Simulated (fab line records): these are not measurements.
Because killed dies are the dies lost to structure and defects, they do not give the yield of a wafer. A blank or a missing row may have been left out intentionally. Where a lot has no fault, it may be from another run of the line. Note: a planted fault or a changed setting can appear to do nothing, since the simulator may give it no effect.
Which of the tools did it?    flow n5-finfet    24 lots with 72 wafers sampled at 6 steps, on a route of 1938 steps

== WHAT THE GAUGES READ, wafer by wafer ==
N5_MOL_CONTACT_COAG_CD_MEAS_40: the cd target is 25.1 nm.
lot   measured      on         cd-nm (nm)
L074  day 5 03:10   cd-sem-02  25.40 25.09 25.70
L075  day 5 12:02   cd-sem-01  25.46 25.24 25.49
L076  day 5 19:58   cd-sem-02  24.71 24.75 25.37
L077  day 5 20:12   cd-sem-02  25.00 25.60 25.24
L078  day 6 03:10   cd-sem-03  24.81 24.98 25.00
L079  day 6 10:16   cd-sem-01  24.75 24.95 25.17
L080  day 6 15:41   cd-sem-03  24.78 24.78 25.23
L081  day 7 11:31   cd-sem-01  25.18 25.38 25.22
L082  day 7 14:47   cd-sem-01  24.94 24.87 25.09
L084  day 7 17:57   cd-sem-02  25.13 25.65 25.27
L083  day 7 18:17   cd-sem-01  24.79 24.73 24.87
L085  day 8 06:29   cd-sem-01  25.60 25.11 25.56
L086  day 8 13:04   cd-sem-01  25.13 25.58 25.28
L087  day 8 20:58   cd-sem-03  25.52 25.12 24.81
L088  day 9 00:02   cd-sem-01  24.84 25.24 24.87
L089  day 9 01:47   cd-sem-01  25.01 25.18 24.89
L090  day 9 17:31   cd-sem-01  25.37 25.15 25.07
L091  day 10 00:23  cd-sem-03  24.59 24.73 24.69
L092  day 10 01:39  cd-sem-03  24.90 25.15 25.21
L093  day 10 08:19  cd-sem-01  25.40 24.92 25.19
L094  day 10 10:24  cd-sem-02  24.93 24.88 25.13
L095  day 10 14:31  cd-sem-01  25.17 25.19 25.31
L096  day 10 22:40  cd-sem-02  25.21 25.00 25.11
L097  day 11 02:50  cd-sem-03  24.94 25.61 25.18

N5_MOL_CONTACT_COAG_OVL_MEAS_41.
lot   measured      on          VD_OVL (nm)
L074  day 5 03:11   overlay-01  0.6 0.9 0.4
L075  day 5 12:04   overlay-01  -1.4 0.1 -0.4
L076  day 5 20:00   overlay-01  0.7 0.2 -0.3
L077  day 5 20:14   overlay-01  -0.2 -0.8 0.2
L078  day 6 03:11   overlay-01  0.6 -0.6 -0.3
L079  day 6 10:19   overlay-01  0.2 0.5 0.3
L080  day 6 15:43   overlay-01  -0.6 -0.9 0.1
L081  day 7 11:33   overlay-01  -2.2 -1.3 -0.4
L082  day 7 14:50   overlay-02  -0.1 -1.0 -1.2
L084  day 7 17:59   overlay-02  0.5 0.4 0.5
L083  day 7 18:19   overlay-02  -0.5 -0.1 -0.4
L085  day 8 06:32   overlay-01  0.6 1.4 0.6
L086  day 8 13:07   overlay-01  -0.1 -0.3 0.6
L087  day 8 21:00   overlay-02  -0.4 -0.2 -0.2
L088  day 9 00:04   overlay-02  0.3 0.1 0.7
L089  day 9 01:49   overlay-01  -0.7 0.4 -0.9
L090  day 9 17:32   overlay-01  -0.4 -1.2 -1.5
L091  day 10 00:25  overlay-01  -1.3 -1.0 -1.6
L092  day 10 01:41  overlay-02  -0.5 -1.3 -0.4
L093  day 10 08:21  overlay-01  -1.6 0.1 -0.9
L094  day 10 10:26  overlay-01  -1.5 -1.5 -1.0
L095  day 10 14:34  overlay-01  0.7 0.5 0.7
L096  day 10 22:41  overlay-01  -0.6 0.0 -0.6
L097  day 11 02:52  overlay-01  -1.3 -1.4 -1.1

== WHICH TOOL RAN EACH LOT (tool, then ch and the chambers of the sampled wafers, then the start) ==
lot   N5_MOL_CONTACT_COAG_SIL_ANNEAL_21  N5_MOL_CONTACT_COAG_CO_FILL_22    N5_MOL_CONTACT_COAG_DESCUM_88       N5_MOL_CONTACT_COAG_ETCHBACK_135
L074  rtp-anneal-02 ch 0, day 4 17:58    cvd-co-01 ch 1,2, day 4 18:35     rie-diel-03 ch 0,1, day 5 02:02     rie-diel-01 ch 0,1,3, day 5 02:28
L075  rtp-anneal-02 ch 0, day 5 03:34    cvd-co-01 ch 0,1, day 5 04:45     rie-diel-04 ch 1,2, day 5 10:54     rie-diel-01 ch 0,1,3, day 5 11:20
L076  rtp-anneal-02 ch 0, day 5 09:50    cvd-co-02 ch 0,1,2, day 5 11:33   rie-diel-04 ch 1,2,3, day 5 18:42   rie-diel-04 ch 1,3, day 5 19:17
L077  rtp-anneal-02 ch 0, day 5 11:42    cvd-co-02 ch 0,1,2, day 5 12:14   rie-diel-01 ch 0,1,2, day 5 18:56   rie-diel-01 ch 0,1,2, day 5 19:23
L078  rtp-anneal-02 ch 0, day 5 18:36    cvd-co-02 ch 0,2, day 5 19:10     rie-diel-04 ch 0,1,3, day 6 02:02   rie-diel-01 ch 0,2,3, day 6 02:29
L079  rtp-anneal-02 ch 0, day 6 00:50    cvd-co-02 ch 0,2, day 6 01:53     rie-diel-01 ch 0,1,2, day 6 09:01   rie-diel-01 ch 0,3, day 6 09:28
L080  rtp-anneal-02 ch 0, day 6 07:30    cvd-co-02 ch 0,2, day 6 08:16     rie-diel-04 ch 0,2, day 6 14:15     rie-diel-04 ch 0,1,2, day 6 14:53
L081  rtp-anneal-02 ch 0, day 7 01:47    cvd-co-01 ch 0,1, day 7 02:09     rie-diel-01 ch 0,1, day 7 10:23     rie-diel-03 ch 0,1,3, day 7 10:50
L082  rtp-anneal-01 ch 0, day 7 06:12    cvd-co-01 ch 0,2, day 7 06:55     rie-diel-03 ch 1,3, day 7 13:38     rie-diel-01 ch 0,1,3, day 7 14:05
L084  rtp-anneal-01 ch 0, day 7 07:26    cvd-co-01 ch 1,2, day 7 09:27     rie-diel-04 ch 2,3, day 7 16:42     rie-diel-04 ch 0,1,2, day 7 17:08
L083  rtp-anneal-02 ch 0, day 7 07:47    cvd-co-02 ch 1,2, day 7 09:37     rie-diel-03 ch 1,3, day 7 17:02     rie-diel-01 ch 2,3, day 7 17:28
L085  rtp-anneal-01 ch 0, day 7 17:50    cvd-co-02 ch 0,2, day 7 18:43     rie-diel-04 ch 0,1,2, day 8 04:47   rie-diel-03 ch 0,1,2, day 8 05:38
L086  rtp-anneal-02 ch 0, day 8 01:12    cvd-co-01 ch 0,1,2, day 8 02:52   rie-diel-01 ch 0,1,2, day 8 11:32   rie-diel-03 ch 0,2,3, day 8 12:23
L087  rtp-anneal-01 ch 0, day 8 07:33    cvd-co-01 ch 0,2, day 8 08:26     rie-diel-04 ch 0,2,3, day 8 16:58   rie-diel-01 ch 0,1,2, day 8 17:40
L088  rtp-anneal-02 ch 0, day 8 08:31    cvd-co-02 ch 0,1,2, day 8 08:59   rie-diel-01 ch 0,2, day 8 21:16     rie-diel-03 ch 0,2,3, day 8 23:17
L089  rtp-anneal-02 ch 0, day 8 14:55    cvd-co-01 ch 0,1, day 8 15:19     rie-diel-01 ch 0,1,3, day 9 00:34   rie-diel-01 ch 0,1,3, day 9 01:06
L090  rtp-anneal-02 ch 0, day 9 07:38    cvd-co-02 ch 0,1,2, day 9 08:22   rie-diel-03 ch 0,1,2, day 9 16:16   rie-diel-04 ch 1,2,3, day 9 16:41
L091  rtp-anneal-01 ch 0, day 9 13:41    cvd-co-01 ch 0,2, day 9 15:58     rie-diel-01 ch 0,1, day 9 22:55     rie-diel-03 ch 0,1,2, day 9 23:35
L092  rtp-anneal-02 ch 0, day 9 15:44    cvd-co-02 ch 0,1, day 9 16:20     rie-diel-03 ch 0,2, day 10 00:16    rie-diel-04 ch 0,1,2, day 10 00:55
L093  rtp-anneal-02 ch 0, day 9 22:58    cvd-co-01 ch 0,1,2, day 10 01:34  rie-diel-04 ch 0,2,3, day 10 07:11  rie-diel-04 ch 0,2,3, day 10 07:38
L094  rtp-anneal-02 ch 0, day 10 01:49   cvd-co-02 ch 0,2, day 10 02:32    rie-diel-04 ch 1,2,3, day 10 09:13  rie-diel-04 ch 1,2,3, day 10 09:40
L095  rtp-anneal-01 ch 0, day 10 03:23   cvd-co-02 ch 0,2, day 10 05:19    rie-diel-03 ch 0,1,2, day 10 13:23  rie-diel-04 ch 1,3, day 10 13:50
L096  rtp-anneal-01 ch 0, day 10 12:03   cvd-co-01 ch 0,1,2, day 10 13:34  rie-diel-03 ch 0,1, day 10 21:16    rie-diel-03 ch 0,1, day 10 21:56
L097  rtp-anneal-01 ch 0, day 10 17:10   cvd-co-01 ch 1,2, day 10 17:41    rie-diel-04 ch 0,2,3, day 11 01:29  rie-diel-03 ch 1,2, day 11 02:08
- N5_MOL_CONTACT_COAG_SIL_ANNEAL_21: time 60 s.
- N5_MOL_CONTACT_COAG_CO_FILL_22: material Co, precursor CCTBA/H2, target thk 20 nm.
- N5_MOL_CONTACT_COAG_DESCUM_88: chemistry O2, time 7 s.
- N5_MOL_CONTACT_COAG_ETCHBACK_135: etches SiO2 in CHF3, target depth 25 nm, time 16.7 s.

== WHAT THE TOOLS THEMSELVES READ (means of the sampled wafers that have a number; where no wafer has one, the mark that the record gives instead) ==
N5_MOL_CONTACT_COAG_SIL_ANNEAL_21.
lot   tool           lamp-power-pct (%)  lamp_zone_3_pct (%)  wafer_temp_C_max
L074  rtp-anneal-02  7.4                 7.4                  552.2
L075  rtp-anneal-02  7.4                 7.4                  551.7
L076  rtp-anneal-02  7.4                 7.4                  551.6
L077  rtp-anneal-02  7.4                 7.4                  551.6
L078  rtp-anneal-02  7.4                 7.4                  552.5
L079  rtp-anneal-02  7.4                 7.4                  552.1
L080  rtp-anneal-02  7.4                 7.4                  552.1
L081  rtp-anneal-02  7.4                 7.4                  552.0
L082  rtp-anneal-01  6.1                 6.1                  553.5
L084  rtp-anneal-01  6.1                 6.1                  552.9
L083  rtp-anneal-02  7.4                 7.4                  552.0
L085  rtp-anneal-01  6.1                 6.1                  553.3
L086  rtp-anneal-02  7.4                 7.4                  552.1
L087  rtp-anneal-01  6.1                 6.1                  553.3
L088  rtp-anneal-02  7.4                 7.4                  551.8
L089  rtp-anneal-02  7.4                 7.4                  551.8
L090  rtp-anneal-02  7.4                 7.4                  552.4
L091  rtp-anneal-01  6.1                 6.1                  553.0
L092  rtp-anneal-02  7.4                 7.4                  551.7
L093  rtp-anneal-02  7.4                 7.4                  551.5
L094  rtp-anneal-02  7.4                 7.4                  552.0
L095  rtp-anneal-01  6.1                 6.1                  553.0
L096  rtp-anneal-01  6.1                 6.1                  552.9
L097  rtp-anneal-01  6.1                 6.1                  553.2

N5_MOL_CONTACT_COAG_CO_FILL_22.
lot   tool       heater-power-w (W)
L074  cvd-co-01  213
L075  cvd-co-01  218
L076  cvd-co-02  236
L077  cvd-co-02  230
L078  cvd-co-02  239
L079  cvd-co-02  236
L080  cvd-co-02  234
L081  cvd-co-01  223
L082  cvd-co-01  208
L084  cvd-co-01  203
L083  cvd-co-02  205
L085  cvd-co-02  237
L086  cvd-co-01  207
L087  cvd-co-01  199
L088  cvd-co-02  224
L089  cvd-co-01  218
L090  cvd-co-02  224
L091  cvd-co-01  195
L092  cvd-co-02  230
L093  cvd-co-01  207
L094  cvd-co-02  237
L095  cvd-co-02  243
L096  cvd-co-01  207
L097  cvd-co-01  200

N5_MOL_CONTACT_COAG_DESCUM_88.
lot   tool         bias-power-w (W)  drypump-motor-current-A (A)  oes-product-au (a.u.)  rf-vpp-V (V)  showerhead-plenum-p-Torr (Torr)  throttle-valve-pct (%)
L074  rie-diel-03  19.96             5.8                          0.70                   243.5         2.10                             20.59
L075  rie-diel-04  20.06             5.5                          0.77                   244.8         2.15                             20.59
L076  rie-diel-04  20.04             5.7                          0.74                   244.3         2.11                             20.57
L077  rie-diel-01  19.96             6.3                          0.82                   243.4         2.13                             20.40
L078  rie-diel-04  20.01             5.7                          0.74                   243.0         2.11                             20.50
L079  rie-diel-01  19.97             6.3                          0.81                   244.4         2.13                             20.41
L080  rie-diel-04  20.02             5.3                          0.73                   242.9         2.08                             20.56
L081  rie-diel-01  20.02             6.6                          0.79                   243.7         2.11                             20.55
L082  rie-diel-03  20.03             6.1                          0.70                   242.5         2.06                             20.65
L084  rie-diel-04  19.95             5.7                          0.70                   242.7         2.06                             20.56
L083  rie-diel-03  19.94             6.0                          0.69                   242.7         2.06                             20.66
L085  rie-diel-04  20.07             5.4                          0.73                   243.3         2.11                             20.57
L086  rie-diel-01  20.04             6.3                          0.78                   243.7         2.12                             20.43
L087  rie-diel-04  19.96             5.5                          0.80                   244.0         2.07                             20.42
L088  rie-diel-01  19.93             6.1                          0.80                   243.7         2.13                             20.32
L089  rie-diel-01  20.01             6.4                          0.82                   243.9         2.13                             20.55
L090  rie-diel-03  19.96             5.8                          0.78                   242.7         2.09                             20.46
L091  rie-diel-01  19.99             6.5                          0.81                   245.0         2.16                             20.54
L092  rie-diel-03  20.04             5.6                          0.68                   243.8         2.12                             20.48
L093  rie-diel-04  19.98             5.5                          0.78                   242.6         2.06                             20.45
L094  rie-diel-04  19.94             5.6                          0.80                   243.1         2.09                             20.49
L095  rie-diel-03  19.98             5.8                          0.77                   243.6         2.09                             20.47
L096  rie-diel-03  20.06             5.7                          0.75                   242.8         2.11                             20.40
L097  rie-diel-04  19.96             5.5                          0.77                   242.0         2.06                             20.45

N5_MOL_CONTACT_COAG_ETCHBACK_135.
lot   tool         drypump-motor-current-A (A)  mfc-ar-sccm (sccm)  oes_f_703_au (a.u.)  oes-product-au (a.u.)  rf-vpp-V (V)  showerhead-plenum-p-Torr (Torr)  throttle-valve-pct (%)
L074  rie-diel-01  6.4                          200.3               0.86                 0.86                   527           2.44                             18.82
L075  rie-diel-01  6.4                          200.0               0.85                 0.86                   527           2.44                             18.82
L076  rie-diel-04  5.9                          199.2               0.74                 0.73                   520           2.39                             18.82
L077  rie-diel-01  6.3                          199.8               0.81                 0.81                   530           2.43                             18.76
L078  rie-diel-01  6.2                          200.1               0.85                 0.87                   528           2.45                             18.70
L079  rie-diel-01  6.2                          199.9               0.88                 0.90                   526           2.46                             18.78
L080  rie-diel-04  5.4                          200.5               0.75                 0.74                   523           2.40                             18.87
L081  rie-diel-03  5.9                          199.9               0.70                 0.69                   525           2.38                             18.85
L082  rie-diel-01  6.4                          199.8               0.82                 0.83                   527           2.44                             18.85
L084  rie-diel-04  5.4                          200.0               0.73                 0.73                   523           2.40                             18.88
L083  rie-diel-01  6.0                          200.3               0.82                 0.82                   522           2.41                             18.73
L085  rie-diel-03  5.8                          200.5               0.69                 0.69                   523           2.38                             18.88
L086  rie-diel-03  5.8                          199.5               0.70                 0.70                   524           2.38                             18.79
L087  rie-diel-01  6.3                          200.3               0.77                 0.79                   529           2.42                             18.80
L088  rie-diel-03  5.8                          200.2               0.69                 0.69                   525           2.38                             18.81
L089  rie-diel-01  6.4                          199.7               0.81                 0.82                   527           2.43                             18.87
L090  rie-diel-04  5.6                          199.7               0.80                 0.80                   519           2.39                             18.81
L091  rie-diel-03  5.8                          200.2               0.78                 0.77                   523           2.38                             18.76
L092  rie-diel-04  5.4                          200.3               0.72                 0.72                   522           2.39                             18.91
L093  rie-diel-04  5.5                          199.5               0.77                 0.77                   519           2.35                             18.74
L094  rie-diel-04  5.7                          199.8               0.80                 0.79                   518           2.39                             18.83
L095  rie-diel-04  6.0                          199.7               0.86                 0.87                   519           2.38                             18.62
L096  rie-diel-03  5.8                          199.7               0.84                 0.84                   523           2.37                             18.71
L097  rie-diel-03  5.9                          199.5               0.76                 0.77                   524           2.35                             18.81

== THE ANSWER, worked out from the rows above alone ==
Rule: the lots themselves supply what counts as usual. Put in order of their means at a reading, lots are off if they are a third of the lots or fewer, leave a main group of 4 or more, and stand apart from it by a gap of 3 or more times the standard deviation of the main group's means; of several such gaps the widest counts. Not used: any main group whose means are identical at the precision the tables above print for the reading. Also off: a lot with no number at a reading for which 4 or more lots have one. All remaining lots with rows at the step are treated as sound. After the gauges, taken in route order, come the tools' own readings; for these a lot's mean is taken, as printed above. The first step at which some lot is off is used, and at that step the reading that is off furthest; a lot without a number counts as furthest.
No lot is off at any reading shown: from this, nothing can be told.

== WHAT THE SIMULATOR HAD PUT IN ==
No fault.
